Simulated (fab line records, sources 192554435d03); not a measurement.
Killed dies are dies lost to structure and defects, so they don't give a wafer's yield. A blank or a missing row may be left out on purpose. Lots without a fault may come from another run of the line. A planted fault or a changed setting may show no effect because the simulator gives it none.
fab line records | flow n5_finfet
record lots=6 wafers=18 last_day=16
route steps=1938 shown BEOL_M15@1808 PASSIVATION@1936
lots that met no fault: from a run of the same line without faults
start_h: hours from the record's first day to the start of the lot's first wafer shown | wait_h: hours since the lot's step before | " the same as in the row above | L1.1+2: a row that stands for several wafers | - no value, or no start given | * or withheld: withheld | < > ~ a bound
route shown NAME@n: a module of which the file shows steps, and the number in the route of the first | usual: mean/standard deviation of fault-free wafers | same: alike in all rows | chamber/n: place in a boat | sites: the reading at each site | _std_site: their standard deviation | _edge_site: outer sites' mean less inner sites' | radius_mm: how far each site lies from the wafer's centre | mask NAME#n: copy n | behind: the tool/chamber that last shaped the wafer | hold: why the lot was held/for how many hours/how that ended | device: the transistor (n, p or np) that didn't switch | end of line: the same wafers' tests at the end of the route | a step without rows: its recipe alone | killed: dies lost to structure and defects at the first sort, not the wafer's yield | map: a wafer's dies, x killed, . not, _ none there
set.NAME: the setting as run; set.NAME@STEP: as run at that earlier step | model.NAME: the simulator's own value behind a step, which no gauge read
lots at some steps of the route; a table a step, a row a wafer
services: from which hour (start_h, from the record's first day; less than 0 if before it) a tool's chamber was out of use, for how many hours, and why
## steps
# step N5_BEOL_M15_ETCH_61
# recipe chemistry=N2/H2 target=BARC target_depth_a=890 overetch_a=267 time_s=67.9 ion_energy_ev=200 pressure_mtorr=30 source_w=840 bias_w=150 n2_flow_sccm=200 h2_flow_sccm=200
# step N5_BEOL_M15_TRENCH_ETCH_34
# recipe chemistry=C4F8/O2/Ar target=SiO2 target_depth_a=8729.3 he_inner_torr=15 he_outer_torr=30 time_s=199 ion_energy_ev=800 pressure_mtorr=20 source_w=1905 bias_w=2040 Ar_flow_sccm=400 C4F8_flow_sccm=16 O2_flow_sccm=12
# usual drypump_motor_current_A=5.7/0.35 he_outer_torr=30.00/0.059 oes_product_au=0.81/0.067 rf_vpp_V=2221/43 showerhead_plenum_p_Torr=3.48/0.066 throttle_valve_pct=30.74/0.25
# columns lot.wafer tool chamber start_h wait_h drypump_motor_current_A he_outer_torr oes_product_au rf_hours_counter_h rf_vpp_V showerhead_plenum_p_Torr throttle_valve_pct
L237.1 rie_diel-01 0 279.48 0.0 5.6 30.02 0.93 11 2185 3.38 30.58
L237.3 " 3 " " 6.2 30.04 0.89 33 2157 3.40 30.81
L237.5 " 0 " " 5.6 30.04 0.91 - 2183 3.38 30.59
L242.1 rie_diel-04 2 308.89 0.0 6.0 29.97 0.89 42 2184 3.48 30.92
L242.4 " 1 " " 4.9 30.02 0.73 208 2252 3.49 30.30
L242.5 " 0 " " 5.5 29.94 0.71 - 2203 3.53 30.85
L241.2 rie_diel-05 2 309.07 0.0 5.8 29.93 0.86 59 2285 3.46 30.44
L241.4 " 3 " " 5.8 30.05 0.83 37 2202 3.55 30.59
L241.5 " 3 " " 5.8 29.98 0.84 - 2202 3.55 30.61
L244.4 rie_diel-05 2 329.07 0.1 5.7 29.98 0.84 - 2286 3.46 30.44
L244.5 " 1 " " 5.6 30.10 0.80 - 2185 3.50 30.94
L244.6 " 3 " " 5.8 29.89 0.82 - 2202 3.54 30.60
L246.1 rie_diel-04 1 340.67 0.0 5.0 29.87 0.71 218 2251 3.49 30.30
L246.3 " 3 " " 6.1 30.00 0.77 162 2297 3.47 30.70
L246.4 " 0 " " 5.4 30.08 0.69 224 2202 3.53 30.85
L248.2 rie_diel-04 3 356.09 0.0 6.1 29.99 0.76 166 2299 3.47 30.69
L248.4 " 1 " " 5.0 30.08 0.70 223 2252 3.49 30.31
L248.6 " 0 " " 5.4 30.09 0.69 - 2203 3.53 30.87
# step N5_BEOL_M15_STRIP_36
# recipe chemistry=O2 power_w=600 temp_c=60 pressure_mtorr=30 rf_frequency_hz=6e+07 bias_power_w=0 overash_fraction=0.3 o2_flow_sccm=225
# usual drypump_motor_current_A=5.7/0.34 oes_product_au=0.82/0.067 rf_vpp_V=3.7/0.97 showerhead_plenum_p_Torr=2.12/0.042 throttle_valve_pct=16.52/0.23
# columns lot.wafer tool chamber start_h wait_h drypump_motor_current_A oes_product_au rf_hours_counter_h rf_vpp_V showerhead_plenum_p_Torr throttle_valve_pct
L237.1 rie_diel-01 1 282.39 2.7 5.7 0.81 91 3.9 2.22 16.74
L237.3 " 3 " " 6.1 0.87 34 3.6 2.05 16.30
L237.5 " 1 " " 5.7 0.80 - 3.5 2.22 16.72
L242.1 rie_diel-04 3 309.21 0.1 6.1 0.78 153 3.4 2.12 16.45
L242.4 " 1 " " 4.9 0.72 208 3.8 2.14 16.45
L242.5 " 3 " " 6.1 0.78 - 4.2 2.12 16.47
L241.2 rie_diel-05 2 311.98 2.7 5.7 0.86 60 2.9 2.11 16.38
L241.4 " 1 " " 5.6 0.83 81 3.3 2.12 16.50
L241.5 " 1 " " 5.6 0.84 - 4.3 2.12 16.54
L244.4 rie_diel-05 3 329.95 0.8 5.8 0.82 - 2.6 2.12 16.05
L244.5 " 1 " " 5.6 0.82 - 4.3 2.12 16.58
L244.6 " 2 " " 5.7 0.85 - 5.6 2.11 16.41
L246.1 rie_diel-05 0 341.14 0.3 5.0 0.99 1 3.5 2.16 16.27
L246.3 " 1 " " 5.6 0.81 92 2.7 2.12 16.56
L246.4 " 2 " " 5.7 0.85 71 3.5 2.11 16.38
L248.2 rie_diel-05 0 356.41 0.1 5.0 0.98 6 2.7 2.15 16.31
L248.4 " 2 " " 5.6 0.85 76 3.7 2.11 16.41
L248.6 " 3 " " 5.8 0.81 - 3.8 2.12 16.07
# step N5_BEOL_M15_STRIP_62
# recipe chemistry=O2 power_w=600 temp_c=60 pressure_mtorr=30 rf_frequency_hz=6e+07 bias_power_w=0 overash_fraction=0.3 o2_flow_sccm=225
# step N5_BEOL_M15_STRIP_37
# recipe chemistry=O2 power_w=600 temp_c=60 pressure_mtorr=30 rf_frequency_hz=6e+07 bias_power_w=0 overash_fraction=0.3 o2_flow_sccm=225
# step N5_BEOL_M15_ETCH_38
# recipe chemistry=CF4/N2 target=SiCN target_depth_a=1064 taper_deg=2 time_s=120.5 ion_energy_ev=150 mask_material=SiO2 pressure_mtorr=40 source_w=430 bias_w=70 Ar_flow_sccm=100 cf4_flow_sccm=60 n2_flow_sccm=60
# step N5_BEOL_M15_PRECLEAN_39
# recipe chemistry=residue_remover time_s=60 temp_c=40
# step N5_BEOL_M15_SRD_40
# recipe time_s=30 temp_c=23 rinse_liquid=diw dry=n2_spin spin_rpm=1500 dry_time_s=30
# step N5_BEOL_M15_DEGAS_41
# recipe ambient=vacuum temp_c=300 time_s=60
# usual heater_power_w=465/24
# columns lot.wafer tool chamber start_h wait_h heater_power_w
L237.1 pvd_sputter-02 - 283.04 0.3 410
L237.3 " - " " 466
L237.5 " - " " 438
L242.1 pvd_sputter-02 - 311.27 1.8 462
L242.4 " - " " 462
L242.5 " - " " 457
L241.2 pvd_sputter-02 - 312.55 0.3 469
L241.4 " - " " 480
L241.5 " - " " 417
L244.4 pvd_sputter-03 - 330.49 0.2 432
L244.5 " - " " 479
L244.6 " - " " 446
L246.1 pvd_sputter-03 - 341.87 0.4 476
L246.3 " - " " 500
L246.4 " - " " 444
L248.2 pvd_sputter-03 - 356.99 0.3 452
L248.4 " - " " 500
L248.6 " - " " 485
# step N5_BEOL_M15_PRE_CLEAN_42
# recipe gas=H2/He time_s=30 temp_c=300
# step N5_BEOL_M15_SPUTTER_43
# recipe material=TaN target_thk_a=150 temp_c=50 bias_v=168.6 power_w=15000 chamber_pressure_pa=0.12 time_s=24.19
# usual cathode_dc_power_W=15000/2.5 throttle_valve_pct=29.9/0.76
# columns lot.wafer tool chamber start_h wait_h cathode_dc_power_W throttle_valve_pct
L237.1 pvd_sputter-02 - 283.12 0.0 14997 30.0
L237.3 " - " " 15002 30.4
L237.5 " - " " 15002 29.5
L242.1 pvd_sputter-02 - 311.35 0.0 15003 30.7
L242.4 " - " " 14998 29.6
L242.5 " - " " 14996 30.5
L241.2 pvd_sputter-02 - 312.63 0.0 14997 30.4
L241.4 " - " " 14998 28.6
L241.5 " - " " 14998 30.0
L244.4 pvd_sputter-03 - 330.57 0.0 15003 29.2
L244.5 " - " " 14997 30.2
L244.6 " - " " 15000 29.6
L246.1 pvd_sputter-03 - 341.95 0.0 15001 30.2
L246.3 " - " " 15001 31.1
L246.4 " - " " 14999 29.4
L248.2 pvd_sputter-03 - 357.07 0.0 14997 30.5
L248.4 " - " " 15003 31.4
L248.6 " - " " 15000 30.1
# step N5_BEOL_M15_SPUTTER_44
# recipe material=Ta target_thk_a=150 temp_c=50 bias_v=80 power_w=15000 chamber_pressure_pa=0.07 time_s=24.19
# usual cathode_dc_power_W=15000/2.7 throttle_valve_pct=29.9/0.76
# columns lot.wafer tool chamber start_h wait_h cathode_dc_power_W throttle_valve_pct model.Ta_of_BEOL_M15_SPUTTER_44.thk_nm
L237.1 pvd_sputter-02 - 283.20 0.0 15002 30.1 14.8
L237.3 " - " " 14998 30.5 15
L237.5 " - " " 15000 29.3 15
L242.1 pvd_sputter-02 - 311.43 0.0 15002 30.4 15.2
L242.4 " - " " 14997 29.4 22
L242.5 " - " " 14999 30.3 15
L241.2 pvd_sputter-02 - 312.71 0.0 15004 30.4 15.2
L241.4 " - " " 14999 28.8 21.6
L241.5 " - " " 14999 29.8 14.8
L244.4 pvd_sputter-03 - 330.65 0.0 15004 29.4 14.6
L244.5 " - " " 14996 30.5 14.6
L244.6 " - " " 14996 29.2 14.6
L246.1 pvd_sputter-03 - 342.03 0.0 15000 30.3 15
L246.3 " - " " 14995 31.1 14.8
L246.4 " - " " 15005 29.3 14.8
L248.2 pvd_sputter-03 - 357.15 0.0 15005 30.5 14.6
L248.4 " - " " 15006 31.1 14.8
L248.6 " - " " 14999 30.4 14.8
# step N5_BEOL_M15_SPUTTER_45
# recipe material=Cu target_thk_a=1000 temp_c=-20 bias_v=60 power_w=26000 chamber_pressure_pa=0.13 time_s=16.67
# step N5_BEOL_M15_ECD_47
# recipe material=Cu target_thk_a=18600
# step N5_BEOL_M15_ANNEAL_48
# recipe temp_c=225 time_s=90 ambient=N2
# usual wafer_temp_C_max=225.84/0.24
# columns lot.wafer tool chamber start_h wait_h wafer_temp_C_max
L237.1 rtp_anneal-02 0 283.72 0.2 225.54
L237.3 " 0 " " 225.33
L237.5 " 0 " " 225.67
L242.1 rtp_anneal-01 0 311.87 0.2 226.16
L242.4 " 0 " " 226.10
L242.5 " 0 " " 225.74
L241.2 rtp_anneal-01 0 313.20 0.2 225.98
L241.4 " 0 " " 226.05
L241.5 " 0 " " 225.76
L244.4 rtp_anneal-01 0 331.22 0.2 225.61
L244.5 " 0 " " 225.83
L244.6 " 0 " " 225.67
L246.1 rtp_anneal-01 0 343.04 0.7 225.95
L246.3 " 0 " " 226.18
L246.4 " 0 " " 226.27
L248.2 rtp_anneal-02 0 357.64 0.2 225.80
L248.4 " 0 " " 225.82
L248.6 " 0 " " 225.59
# step N5_BEOL_M15_CMP_49
# recipe stop_on=SiO2 t_overpolish_s=4.9 down_force_psi=2 platen_rpm=80 clearing_platen_down_force_psi=2 clearing_platen_rpm=80 post_cmp_clean=cu_alkaline target_thk_nm=850 clearing_platen_pad_velocity_m_s=1.5917 pad_velocity_m_s=1.5917
# usual barrier_field_endpoint_s=11.2/0.39 clearing_platen_rpm=80.00/0.042 head_pressure_psi=2.000/0.0043 motor_current_A=8.0/0.78
# columns lot.wafer tool chamber start_h wait_h barrier_field_endpoint_s clearing_platen_rpm head_pressure_psi motor_current_A
L237.1 cmp-03 3 284.01 0.3 11.0 80.00 2.006 9.6
L237.3 " 1 " " 11.1 80.03 1.995 6.7
L237.5 " 0 " " 10.9 80.02 2.009 7.4
L242.1 cmp-02 0 312.17 0.3 11.2 80.03 1.991 7.8
L242.4 " 1 " " 13.2 79.96 2.005 8.2
L242.5 " 1 " " 10.9 79.95 1.999 8.1
L241.4 cmp-02 1 313.52 0.2 13.6 79.96 1.994 8.4
L241.2 " 2 " " 11.4 79.97 1.998 7.4
L241.5 " 3 " " 12.0 80.02 2.004 7.3
L244.4 cmp-03 2 331.47 0.2 10.5 79.95 2.001 7.6
L244.5 " 1 " " 10.9 79.92 1.994 7.5
L244.6 " 2 " " 10.5 79.93 1.997 8.2
L246.1 cmp-02 2 343.34 0.3 11.0 79.97 2.002 7.9
L246.4 " 3 " " 11.6 79.97 2.000 7.8
L246.3 " 1 " " 10.8 79.92 1.993 8.1
L248.4 cmp-03 1 357.89 0.1 10.9 79.98 2.000 7.1
L248.2 " 2 " " 10.7 79.97 1.993 7.6
L248.6 " 1 " " 11.0 80.04 2.000 7.2
# step N5_BEOL_M15_THK_MEAS_50
# recipe thk_meas_gauge=xrf reads=Cu_of_BEOL_M15_ECD_47
# usual M15_THK=857/19
# columns lot.wafer tool chamber start_h wait_h M15_THK[nm]
L237.1 film_metro-01 - 284.31 - 871
L237.3 " - " " 866
L237.5 " - " " 866
L242.1 film_metro-02 - 312.46 - 874
L242.4 " - " " 865
L242.5 " - " " 840
L241.2 film_metro-01 - 313.74 - 863
L241.4 " - " " 826
L241.5 " - " " 837
L244.4 film_metro-01 - 331.73 - 845
L244.5 " - " " 848
L244.6 " - " " 811
L246.1 film_metro-01 - 343.63 - 882
L246.3 " - " " 882
L246.4 " - " " 855
L248.2 film_metro-02 - 358.18 - 856
L248.4 " - " " 856
L248.6 " - " " 828
# step N5_PASSIVATION_PROBE_49
# usual defect_limited_yield=91.4/1.4 killed_at_M0_to_M3=34/8.9 killed_at_M4_up=13/4.6 killed_at_contacts=12/5.5 killed_at_front_end=41/11 killed_at_other=3.1/2.9 killed_dies=102/16 killed_open=66/11 killed_short=34/7.6 sort_bin_5_function=5.1/0.89 sort_bin_6_memory=3.2/0.61 sort_bin_8_speed=0.02/0.12 sort_n_pass=1078/16 sort_yield_pct=91.3/1.4
# same gross_dies=1180 killed_at_back_side=0 sort_bin_4_leakage[%]=0
# columns lot.wafer tool chamber start_h wait_h defect_limited_yield[%] killed_at_M0_to_M3 killed_at_M4_up killed_at_contacts killed_at_front_end killed_at_other killed_dies killed_open killed_short sort_bin_5_function[%] sort_bin_6_memory[%] sort_bin_8_speed[%] sort_n_pass sort_yield_pct[%]
L237.1 prober-01 - 297.23 0.0 92.0 25 14 4 44 7 94 57 35 4.8 2.6 0 1086 92.0
L237.3 prober-01 - 297.33 0.1 91.5 32 13 12 40 3 100 64 35 4.9 3.4 0.08 1080 91.5
L237.5 prober-01 - 297.43 0.2 91.3 28 18 15 41 1 103 62 39 5.4 3.1 0 1077 91.3
L242.1 prober-01 - 326.36 0.0 93.2 30 8 7 34 1 80 54 26 4.1 2.7 0 1100 93.2
L242.4 prober-01 - 326.51 0.2 89.8 42 5 9 63 1 120 76 44 5.2 4.5 0 1060 89.8
L242.5 prober-01 - 326.56 0.2 93.1 33 8 8 32 0 81 54 27 3.8 3.0 0 1099 93.1
L241.2 prober-02 - 330.00 0.1 92.2 24 12 11 35 10 92 55 36 4.8 2.9 0.17 1086 92.0
L241.5 prober-02 - 330.15 0.2 93.4 35 5 8 26 4 78 60 18 3.4 3.2 0 1102 93.4
L246.1 prober-02 - 358.08 0.0 90.8 31 16 5 50 6 108 73 35 5.8 3.2 0 1072 90.8
L246.3 prober-02 - 358.18 0.1 89.5 24 15 13 53 19 124 80 44 6.1 4.3 0 1056 89.5
L246.4 prober-02 - 358.23 0.2 91.6 27 13 10 47 2 99 73 26 5.3 3.1 0 1081 91.6
L248.2 prober-01 - 374.14 0.1 90.7 31 13 9 56 1 110 64 38 5.9 2.5 0 1070 90.7
L248.4 prober-01 - 374.24 0.2 91.3 31 10 8 50 4 103 71 29 5.4 2.9 0 1077 91.3
L248.6 prober-01 - 374.34 0.3 89.1 48 16 22 43 0 129 82 46 7.6 3.2 0 1051 89.1
# killed by level:class
L237.1 GATE_CUT:geometric_particle:open=10 GATE_CUT:geometric_particle:short=9 BEOL_M4:geometric_particle:open=6 FIN_SAQP:geometric_particle:short=5 STI_FIN_REVEAL:geometric_particle:open=5 BEOL_M0_SAQP:geometric_particle:open=5 BEOL_M3:geometric_particle:open=5 FIN_SAQP:geometric_particle:open=4
L237.3 STI_FIN_REVEAL:geometric_particle:open=12 BEOL_M0_SAQP:geometric_particle:open=10 MOL_CONTACT_COAG:geometric_particle:open=9 BEOL_M0_SAQP:geometric_particle:short=9 STI_FIN_REVEAL:geometric_particle:short=6 BEOL_M2:geometric_particle:open=5 FIN_SAQP:geometric_particle:short=4 GATE_CUT:geometric_particle:short=4
L237.5 MOL_CONTACT_COAG:geometric_particle:open=12 STI_FIN_REVEAL:geometric_particle:open=11 BEOL_M0_SAQP:geometric_particle:open=10 GATE_CUT:geometric_particle:short=9 BEOL_M4:geometric_particle:open=9 BEOL_M0_SAQP:geometric_particle:short=8 FIN_SAQP:geometric_particle:open=6 FIN_SAQP:geometric_particle:short=6
L242.1 STI_FIN_REVEAL:geometric_particle:open=10 BEOL_M0_SAQP:geometric_particle:open=9 BEOL_M0_SAQP:geometric_particle:short=7 MOL_CONTACT_COAG:geometric_particle:open=6 BEOL_M2:geometric_particle:open=5 FIN_SAQP:geometric_particle:short=4 DUMMY_GATE:geometric_particle:open=4 FIN_SAQP:geometric_particle:open=3
L242.4 FIN_SAQP:geometric_particle:open=18 STI_FIN_REVEAL:geometric_particle:open=12 BEOL_M2:geometric_particle:open=11 BEOL_M0_SAQP:geometric_particle:short=10 BEOL_M0_SAQP:geometric_particle:open=9 FIN_SAQP:geometric_particle:short=6 MOL_CONTACT_COAG:geometric_particle:open=6 BEOL_M0:geometric_particle:open=6
L242.5 BEOL_M0_SAQP:geometric_particle:short=9 BEOL_M0_SAQP:geometric_particle:open=8 FIN_SAQP:geometric_particle:open=7 MOL_CONTACT_COAG:geometric_particle:open=7 STI_FIN_REVEAL:geometric_particle:open=6 BEOL_M2:geometric_particle:open=5 GATE_CUT:geometric_particle:short=5 BEOL_M4:geometric_particle:open=5
L241.2 MOL_CONTACT_COAG:geometric_particle:open=8 GATE_CUT:geometric_particle:open=7 BEOL_M0_SAQP:geometric_particle:short=7 FIN_SAQP:geometric_particle:short=6 FIN_SAQP:geometric_particle:open=5 BEOL_M0_SAQP:geometric_particle:open=5 BEOL_M1:geometric_particle:open=4 BEOL_M4:geometric_particle:open=4
L241.5 BEOL_M0_SAQP:geometric_particle:open=11 BEOL_M1:geometric_particle:open=10 FIN_SAQP:geometric_particle:open=8 MOL_CONTACT_COAG:geometric_particle:open=6 BEOL_M2:geometric_particle:open=5 BEOL_M0_SAQP:geometric_particle:short=4 STARTING-WAFER:geometric_particle:open=4 GATE_CUT:geometric_particle:open=3
L246.1 BEOL_M0_SAQP:geometric_particle:short=11 STI_FIN_REVEAL:geometric_particle:open=11 DUMMY_GATE:geometric_particle:open=11 BEOL_M0_SAQP:geometric_particle:open=11 FIN_SAQP:geometric_particle:short=7 STARTING-WAFER:geometric_particle:open=6 STI_FIN_REVEAL:geometric_particle:short=5 BEOL_M7:geometric_particle:open=5
L246.3 STI_FIN_REVEAL:geometric_particle:open=15 DUMMY_GATE:geometric_particle:open=7 MOL_CONTACT_COAG:geometric_particle:short=7 BEOL_M0_SAQP:geometric_particle:short=7 MOL_CONTACT_COAG:geometric_particle:open=6 BEOL_M3:geometric_particle:open=6 MIM_TOP_ETCH:geometric_particle:open=6 FIN_SAQP:geometric_particle:short=5
L246.4 DUMMY_GATE:geometric_particle:open=15 BEOL_M0_SAQP:geometric_particle:open=10 STI_FIN_REVEAL:geometric_particle:open=8 MOL_CONTACT_COAG:geometric_particle:open=8 GATE_CUT:geometric_particle:short=7 BEOL_M0_SAQP:geometric_particle:short=6 FIN_SAQP:geometric_particle:short=5 BEOL_M3:geometric_particle:open=5
L248.2 FIN_SAQP:geometric_particle:open=20 FIN_SAQP:geometric_particle:short=9 BEOL_M3:geometric_particle:open=7 HKMG_FIN:area_etch=7 MOL_CONTACT_COAG:geometric_particle:open=6 BEOL_M0_SAQP:geometric_particle:open=6 GATE_CUT:geometric_particle:short=5 BEOL_M2:geometric_particle:short=5
L248.4 BEOL_M0_SAQP:geometric_particle:open=15 FIN_SAQP:geometric_particle:open=12 FIN_SAQP:geometric_particle:short=7 STI_FIN_REVEAL:geometric_particle:open=7 MOL_CONTACT_COAG:geometric_particle:open=7 BEOL_M0_SAQP:geometric_particle:short=7 DUMMY_GATE:geometric_particle:open=6 BEOL_M4:geometric_particle:open=5
L248.6 MOL_CONTACT_COAG:geometric_particle:open=17 BEOL_M0_SAQP:geometric_particle:open=16 FIN_SAQP:geometric_particle:short=11 FIN_SAQP:geometric_particle:open=11 BEOL_M1:geometric_particle:open=10 BEOL_M0_SAQP:geometric_particle:short=7 MOL_CONTACT_COAG:geometric_particle:short=5 BEOL_M3:geometric_particle:open=5
## services
# columns tool chamber start_h hours kind
cmp-02 - 277.85 2.9 repair
rie_diel-01 2 279.08 5.3 repair
rtp_anneal-02 - 285.43 1.1 pm
cmp-02 - 290.07 2.5 repair
rie_diel-05 0 301.90 5.6 repair
cmp-03 - 316.07 4.0 pm
rie_diel-05 0 319.78 - clean
rie_diel-05 0 319.78 - consumable_replace:focus_ring
rie_diel-05 0 319.78 18.1 scheduled_down
rie_diel-05 0 319.78 18.1 vent_cycle
cmp-03 - 320.07 - consumable_replace:conditioner
cmp-03 - 320.07 - consumable_replace:pad
cmp-02 - 321.75 4.9 repair
rtp_anneal-02 - 337.94 7.2 pm
rie_diel-01 3 339.32 3.9 repair
rie_diel-05 1 352.70 1.2 repair
cmp-03 - 353.00 1.2 repair
## key
first_sign step=N5_BEOL_M15_CMP_49 reading=barrier_field_endpoint_s direction=up sigmas=5.7 usual=11.2 struck=13.4
effect none on later readings
model_effect step=N5_BEOL_M15_SPUTTER_44 value=Ta_of_BEOL_M15_SPUTTER_44.thk_nm without=14.8 struck=21.8
met_at N5_BEOL_M15_SPUTTER_44
struck_wafers L241.4,L242.4
onset_between 283.20 311.43
fault kind=process_parameter_drift tool=pvd_sputter-02 chamber=- onset_h=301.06 steps=N5_BEOL_M15_SPUTTER_44 channel=time_s offset=* shape=step end_h=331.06 scope=struck_wafers_only acts_in=* stated=*
